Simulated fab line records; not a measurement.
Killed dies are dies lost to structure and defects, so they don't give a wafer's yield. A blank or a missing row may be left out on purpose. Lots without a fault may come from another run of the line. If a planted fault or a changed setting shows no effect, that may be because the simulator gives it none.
fab line records	flow nandHarc
[record] lots = 7	wafers = 19	lastDay = 33
route steps=1302 shown P_ZERO_WELL@7 END@1302
lots that met no fault: from a run of the same line without faults
startH: hours from the record's first day to the start of the lot's first wafer shown	waitH: how many hours have passed since the lot's step before this one	" unchanged from the row above	L1.1+2: one row covering several wafers at once	- either no value or no given start	* or withheld: withheld	< > ~ a bound
route shown NAME@n: a module of which the file shows steps, and the number in the route of the first	usual: mean/standard deviation taken from wafers without a fault	same: alike in all rows	chamber/n: place in a boat	sites: the reading at each site	_std_site: the values' standard deviation	_edge_site: mean of outer sites minus mean of inner sites	radiusMm: how far each site lies from the wafer's centre	mask NAME#n: copy n	behind: the tool/chamber that last shaped the wafer	hold: cause of the lot's hold/its duration in hours/its outcome	device: the n, p or np transistor that did not switch	end of line: the route-end tests of the same wafers	a step given without rows: its recipe and nothing more	killed: at the first sort, the dies lost to defects and structure; wafer yield is something else	map: per-die view of a wafer (x killed, . not killed, _ where there is no die)
set.NAME: the run value of the setting; set.NAME@STEP: its run value at that earlier step	model.NAME: the simulator's own value behind a step, which no gauge read
lots at selected steps of the route; one table per step, one row per wafer
services: a tool's chamber out of use, with start hour (startH, from the record's first day; less than 0 if before it), hours out, and reason
[[steps]]
[step NHARC_P_ZERO_WELL_COAT_64]
[recipe] tempC = 200	timeS = 65
[step NHARC_P_ZERO_WELL_COAT_05]
[recipe] spinRpm = 2000	resistThkNm = 600
[step NHARC_P_ZERO_WELL_SOFTBAKE_06]
[recipe] tempC = 125	timeS = 70
[step NHARC_P_ZERO_WELL_EBR_07]
[step NHARC_P_ZERO_WELL_EXPOSE_08]
[recipe] na = 0.55	targetCdNm = 500	doseMj = 33.8	maskId = P_ZERO
[step NHARC_P_ZERO_WELL_PEB_09]
[recipe] pebTempC = 128	pebTimeS = 80
[step NHARC_P_ZERO_WELL_DEVELOP_10]
[recipe] timeS = 50	devTempC = 22
[step NHARC_P_ZERO_WELL_CD_MEAS_11]
[recipe] targetCdNm = 500	landingEnergyEv = 500
[usual] cdNm = 499.9/1.4
lot.wafer	tool	chamber	startH	waitH	cdNm
L396.1	cdSem-03	0	71.25	-	500.4
L396.2	"	0	"	"	498.9
L396.4	"	0	"	"	500.6
L398.1	cdSem-01	0	91.25	-	496.8
L398.2	"	0	"	"	496.8
L398.6	"	0	"	"	498.4
L402.1	cdSem-03	0	131.25	-	499.5
L402.4	"	0	"	"	498.6
L403.3	cdSem-02	0	141.24	-	499.5
L403.6	"	0	"	"	502.0
L404.1	cdSem-02	0	151.24	-	498.1
L404.3	"	0	"	"	499.2
L404.4	"	0	"	"	497.8
L410.2	cdSem-03	0	211.11	-	498.6
L410.3	"	0	"	"	498.0
L410.4	"	0	"	"	498.5
L412.1	cdSem-01	0	231.25	-	500.6
L412.2	"	0	"	"	499.6
L412.4	"	0	"	"	497.8
[step NHARC_P_ZERO_WELL_HARDBAKE_12]
[recipe] tempC = 118	timeS = 65
[step NHARC_P_ZERO_WELL_DESCUM_13]
[recipe] timeS = 3	o2FlowSccm = 200	arFlowSccm = 0	biasPowerW = 0	chemistry = O2
[usual] drypumpMotorCurrentA = 6.0/0.45	oesProductAu = 1.002/0.007	rfVppV = 57.5/0.87	showerheadPlenumPTorr = 1.86/0.069	throttleValvePct = 11.311/0.008
lot.wafer	tool	chamber	startH	waitH	drypumpMotorCurrentA	oesProductAu	rfHoursCounterH	rfVppV	showerheadPlenumPTorr	throttleValvePct
L396.4	rieDiel-03	1	71.43	-	5.2	0.999	42	57.0	1.77	11.319
L396.1	"	2	"	"	5.0	1.010	39	58.7	1.90	11.308
L396.2	"	3	"	"	6.1	1.006	39	57.5	1.93	11.318
L398.2	rieDiel-13	2	94.18	-	6.0	0.998	35	57.1	1.96	11.304
L398.1	"	0	"	"	6.0	0.995	24	58.0	1.96	11.318
L398.6	"	2	"	"	6.0	1.001	-	57.9	1.96	11.325
L402.4	rieDiel-03	1	131.41	-	5.2	1.001	8	58.2	1.77	11.317
L402.1	"	2	"	"	5.0	0.987	6	57.8	1.90	11.319
L403.3	rieDiel-12	1	141.40	-	6.2	1.006	14	57.2	1.79	11.327
L403.6	"	0	"	"	6.2	1.008	-	56.3	1.88	11.322
L404.3	rieDiel-03	2	151.40	-	5.0	0.987	9	58.4	1.90	11.302
L404.4	"	3	"	"	6.1	1.012	10	58.4	1.93	11.323
L404.1	"	0	"	"	6.0	0.998	12	57.3	1.94	11.305
L410.4	rieDiel-13	3	211.34	-	6.6	1.000	13	56.6	1.85	11.313
L410.2	"	0	"	"	6.0	0.995	11	58.8	1.94	11.313
L410.3	"	1	"	"	6.4	1.004	13	56.6	1.79	11.312
L412.4	rieDiel-12	3	231.41	-	5.9	1.006	41	56.1	1.77	11.315
L412.2	"	0	"	"	6.2	1.003	42	58.1	1.87	11.315
L412.1	"	1	"	"	6.2	1.006	39	56.2	1.78	11.316
[step NHARC_P_ZERO_WELL_ETCH_65]
[recipe] targetDepthA = 800	overetchA = 240	timeS = 87.88	ionEnergyEv = 200	n2FlowSccm = 150	h2FlowSccm = 150	arFlowSccm = 0	rfW = 400	biasW = 150	chemistry = N2/H2
[usual] drypumpMotorCurrentA = 6.0/0.44	h2FlowSccm = 150.0/0.43	oesProductAu = 1.001/0.0066	rfVppV = 429.0/2.3	showerheadPlenumPTorr = 1.99/0.075	throttleValvePct = 14.171/0.0092
lot.wafer	tool	chamber	startH	waitH	drypumpMotorCurrentA	h2FlowSccm	oesProductAu	rfHoursCounterH	rfVppV	showerheadPlenumPTorr	throttleValvePct
L396.2	rieDiel-03	0	71.51	0.1	6.0	149.1	0.991	40	431.2	2.08	14.179
L396.4	"	1	"	"	5.2	150.1	1.002	42	425.6	1.88	14.173
L396.1	"	2	"	"	5.0	150.2	1.006	39	430.5	2.03	14.164
L398.1	rieDiel-13	3	94.34	0.1	6.6	149.5	0.995	27	428.1	1.98	14.179
L398.2	"	2	"	"	6.0	150.0	0.995	35	431.7	2.09	14.161
L398.6	"	0	"	"	6.0	150.1	0.999	-	431.6	2.09	14.177
L402.4	rieDiel-03	0	131.50	0.1	6.0	150.2	1.008	8	431.1	2.07	14.179
L402.1	"	2	"	"	5.0	149.9	0.998	6	430.3	2.02	14.163
L403.3	rieDiel-12	0	141.50	0.1	6.2	150.1	0.998	13	429.1	2.00	14.174
L403.6	"	1	"	"	6.2	150.3	1.001	-	426.7	1.90	14.161
L404.4	rieDiel-03	2	151.48	0.1	5.0	149.8	0.997	9	430.8	2.02	14.159
L404.1	"	0	"	"	6.0	149.7	1.012	12	431.9	2.07	14.172
L404.3	"	1	"	"	5.2	149.0	1.000	12	425.9	1.88	14.180
L410.3	rieDiel-13	3	211.43	0.1	6.6	150.2	1.001	13	429.6	1.97	14.174
L410.2	"	0	"	"	6.0	151.0	0.999	11	432.6	2.07	14.165
L410.4	"	2	"	"	6.0	149.8	1.003	14	430.1	2.07	14.178
L412.4	rieDiel-12	2	231.59	0.2	6.3	149.4	1.010	40	430.6	2.04	14.177
L412.2	"	0	"	"	6.2	150.3	1.000	42	428.9	1.99	14.169
L412.1	"	1	"	"	6.2	149.1	1.014	39	427.8	1.90	14.193
[step NHARC_P_ZERO_WELL_ETCH_62]
[recipe] targetDepthA = 130	timeS = 6.5	chf3FlowSccm = 50	arFlowSccm = 200	rfW = 500	biasW = 200	chemistry = CHF3/Ar
[usual] drypumpMotorCurrentA = 5.9/0.47	oesProductAu = 0.963/0.015	rfVppV = 369.4/2	showerheadPlenumPTorr = 2.29/0.08	throttleValvePct = 20.216/0.0092
lot.wafer	tool	chamber	startH	waitH	drypumpMotorCurrentA	oesProductAu	rfHoursCounterH	rfVppV	showerheadPlenumPTorr	throttleValvePct
L396.1	rieDiel-03	2	-	-	5.0	0.981	39	368.9	2.33	20.235
L396.2	"	3	"	"	6.2	0.979	39	372.2	2.36	20.223
L396.4	"	1	"	"	5.2	0.962	42	367.5	2.18	20.208
L398.2	rieDiel-13	2	-	-	6.0	0.936	35	372.4	2.40	20.216
L398.1	"	0	"	"	6.0	0.936	25	372.2	2.39	20.194
L398.6	"	2	"	"	6.0	0.934	-	372.5	2.40	20.202
L402.1	rieDiel-03	1	-	-	5.2	0.966	8	366.4	2.17	20.227
L402.4	"	0	"	"	6.0	0.959	8	370.9	2.38	20.234
L403.3	rieDiel-12	0	-	-	6.2	0.960	13	369.9	2.30	20.207
L403.6	"	2	"	"	6.3	0.976	-	371.2	2.35	20.219
L404.3	rieDiel-03	2	-	-	5.0	0.959	9	370.2	2.32	20.222
L404.1	"	3	"	"	6.2	0.961	10	371.5	2.36	20.223
L404.4	"	0	"	"	6.0	0.986	12	370.8	2.37	20.230
L410.2	rieDiel-13	3	-	-	6.6	0.953	13	368.9	2.27	20.206
L410.3	"	0	"	"	6.0	0.966	11	371.6	2.38	20.222
L410.4	"	2	"	"	5.9	0.939	14	371.5	2.38	20.214
L412.2	rieDiel-12	1	-	-	6.3	0.950	39	366.9	2.19	20.230
L412.1	"	3	"	"	5.9	0.953	41	366.1	2.17	20.216
L412.4	"	0	"	"	6.2	0.951	42	369.7	2.29	20.211
[step NHARC_P_ZERO_WELL_ETCH_63]
[recipe] targetDepthA = 1200	timeS = 40.1	hbrFlowSccm = 150	cl2FlowSccm = 50	rfW = 400	icpW = 400	biasW = 100	chemistry = HBr/Cl2
[usual] drypumpMotorCurrentA = 5.8/0.32	oesProductAu = 1.002/0.0063	throttleValvePct = 26.406/0.0096
lot.wafer	tool	chamber	startH	waitH	drypumpMotorCurrentA	oesProductAu	rfHoursCounterH	throttleValvePct
L396.2	rieSi-02	2	71.68	-	6.2	1.001	0.8	26.401
L396.4	"	3	"	"	6.2	0.997	0.7	26.406
L396.1	"	0	"	"	5.5	0.997	0.8	26.419
L398.1	rieSi-06	0	94.60	-	5.3	1.004	0.1	26.415
L398.2	"	1	"	"	5.3	1.010	0.2	26.407
L398.6	"	3	"	"	6.2	1.000	-	26.401
L402.1	rieSi-02	0	131.66	-	5.5	1.219	0.2	26.413
L402.4	"	3	"	"	6.2	1.015	0.2	26.399
L403.3	rieSi-02	0	141.65	-	5.5	1.224	0.3	26.390
L403.6	"	1	"	"	5.9	1.008	-	26.399
L404.1	rieSi-02	3	151.66	-	6.2	1.216	0.3	26.402
L404.3	"	0	"	"	5.5	1.212	0.4	26.417
L404.4	"	1	"	"	5.9	1.000	0.3	26.425
L410.4	rieSi-01	1	211.66	-	5.9	1.009	0.1	26.394
L410.3	"	2	"	"	5.8	1.010	0.1	26.413
L410.2	"	3	"	"	5.9	0.995	0.1	26.403
L412.1	rieSi-06	3	231.76	-	6.2	1.004	1.0	26.408
L412.4	"	0	"	"	5.3	1.004	0.9	26.395
L412.2	"	1	"	"	5.3	1.010	0.9	26.414
[step NHARC_P_ZERO_WELL_STRIP_15]
[recipe] timeS = 900	tempC = 130	chemistry = SPM
[step NHARC_END_SORT_01]
[recipe] tempC = 25
[usual] killedAtArray = 51/17	killedAtOther = 1.6/2.1	killedAtPeriphery = 4/3.2	killedDies = 57/18	killedOpen = 2.9/1.7	killedShort = 2.3/1.3
[same] grossDies = 677
lot.wafer	tool	chamber	startH	waitH	killedAtArray	killedAtOther	killedAtPeriphery	killedDies	killedOpen	killedShort
L396.1	prober-01	0	627.19	2.5	88	1	5	94	1	3
L396.2	prober-01	0	627.98	2.8	72	0	0	72	1	5
L396.4	prober-01	0	629.57	3.4	97	0	2	99	4	5
L410.2	prober-01	0	763.27	2.8	53	6	5	64	7	1
L410.3	prober-01	0	764.07	3.1	58	6	3	67	5	2
L410.4	prober-01	0	764.87	3.4	53	8	2	63	4	2
// killed by level:class
L396.1 A_CHANNEL_HOLE_D1:chamberFilmFlake=26 A_CHANNEL_HOLE_D2:chamberFilmFlake=26 A_SLIT:chamberFilmFlake=19 A_CONTACT:chamberFilmFlake=4 P_GATE:chamberFilmFlake=3 A_ZERO_WELL:chamberFilmFlake=3 A_STAIRCASE:chamberFilmFlake=3 A_WL_FILL:chamberFilmFlake=3
L396.2 A_CHANNEL_HOLE_D2:chamberFilmFlake=22 A_SLIT:chamberFilmFlake=19 A_CHANNEL_HOLE_D1:chamberFilmFlake=18 A_CONTACT:chamberFilmFlake=3 A_WL_FILL:geometricParticle:short=2 A_BLC:chamberFilmFlake=2 A_CHANNEL_FILL_D1:geometricParticle:short=1 A_CHANNEL_HOLE_D2:geometricParticle:short=1
L396.4 A_CHANNEL_HOLE_D1:chamberFilmFlake=31 A_CHANNEL_HOLE_D2:chamberFilmFlake=26 A_SLIT:chamberFilmFlake=22 A_CONTACT:chamberFilmFlake=5 A_ZERO_WELL:chamberFilmFlake=2 A_STAIRCASE:chamberFilmFlake=2 P_GATE:geometricParticle:open=1 P_M1:geometricParticle:short=1
L410.2 A_SLIT:chamberFilmFlake=19 A_CHANNEL_HOLE_D2:chamberFilmFlake=17 A_CHANNEL_HOLE_D1:chamberFilmFlake=6 THIN_TSV:chamberFilmFlake=6 A_STAIRCASE:chamberFilmFlake=3 P_M1:geometricParticle:open=2 A_CHANNEL_HOLE_D2:geometricParticle:open=2 P_ZERO_WELL:chamberFilmFlake=2
L410.3 A_SLIT:chamberFilmFlake=20 A_CHANNEL_HOLE_D1:chamberFilmFlake=14 A_CHANNEL_HOLE_D2:chamberFilmFlake=14 THIN_TSV:chamberFilmFlake=6 A_ONON_D1:geometricParticle:open=2 A_CHANNEL_FILL_D1:chamberFilmFlake=2 A_STAIRCASE:chamberFilmFlake=2 P_CONTACT:geometricParticle:open=1
L410.4 A_SLIT:chamberFilmFlake=24 A_CHANNEL_HOLE_D2:chamberFilmFlake=9 A_CHANNEL_HOLE_D1:chamberFilmFlake=8 THIN_TSV:chamberFilmFlake=8 A_CONTACT:chamberFilmFlake=5 A_CHANNEL_FILL_D1:chamberFilmFlake=2 P_GATE:geometricParticle:open=1 A_ONON_D1:geometricParticle:open=1
[[services]]
tool	chamber	startH	hours	kind
rieDiel-13	3	50.19	11.8	repair
rieSi-01	2	52.31	8.9	repair
rieSi-02	3	58.56	3.8	repair
rieDiel-03	0	58.83	-	clean
rieDiel-03	1	58.83	-	clean
rieDiel-03	2	58.83	-	clean
rieDiel-03	3	58.83	-	clean
rieSi-06	-	72.00	9.0	pm
rieDiel-12	1	87.26	4.3	repair
rieDiel-03	1	89.35	12.3	repair
rieDiel-12	-	91.56	9.0	pm
rieSi-06	-	92.64	1.1	repair
rieSi-02	-	100.00	9.0	pm
rieDiel-03	-	104.33	9.0	pm
rieDiel-12	0	131.76	2.1	repair
rieSi-02	-	151.87	0.4	repair
rieDiel-03	0	155.76	11.8	repair
rieDiel-12	1	159.57	2.8	repair
rieDiel-13	-	165.08	9.0	pm
rieSi-01	3	179.36	2.5	repair
rieDiel-13	0	187.06	2.8	repair
rieSi-01	-	193.00	9.0	pm
rieDiel-12	3	193.36	5.1	repair
rieDiel-03	3	206.14	10.4	repair
[[key]]
[firstSign] step = NHARC_P_ZERO_WELL_ETCH_63	reading = oesProductAu	direction = up	sigmas = 34	usual = 1.002	struck = 1.218
effect none on later readings
metAt NHARC_P_ZERO_WELL_ETCH_63
struckWafers L402.1,L403.3,L404.1,L404.3
testerLeftOut L402,L403,L404
onsetBetween 71.68 131.66
[fault] kind = processParameterDrift	tool = rieSi-02	chamber = -	onsetH = 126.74	steps = NHARC_P_ZERO_WELL_ETCH_63	channel = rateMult	offset = 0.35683	shape = step	endH = 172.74	scope = struckWafersOnly
// testerLeftOut: of these lots the tester's yield and bins aren't shown, on N5 and GAA mostly nor the transistor test; their killed dies are dies lost to structure and defects alone, not to doping, threshold or leakage, so they don't give the yield
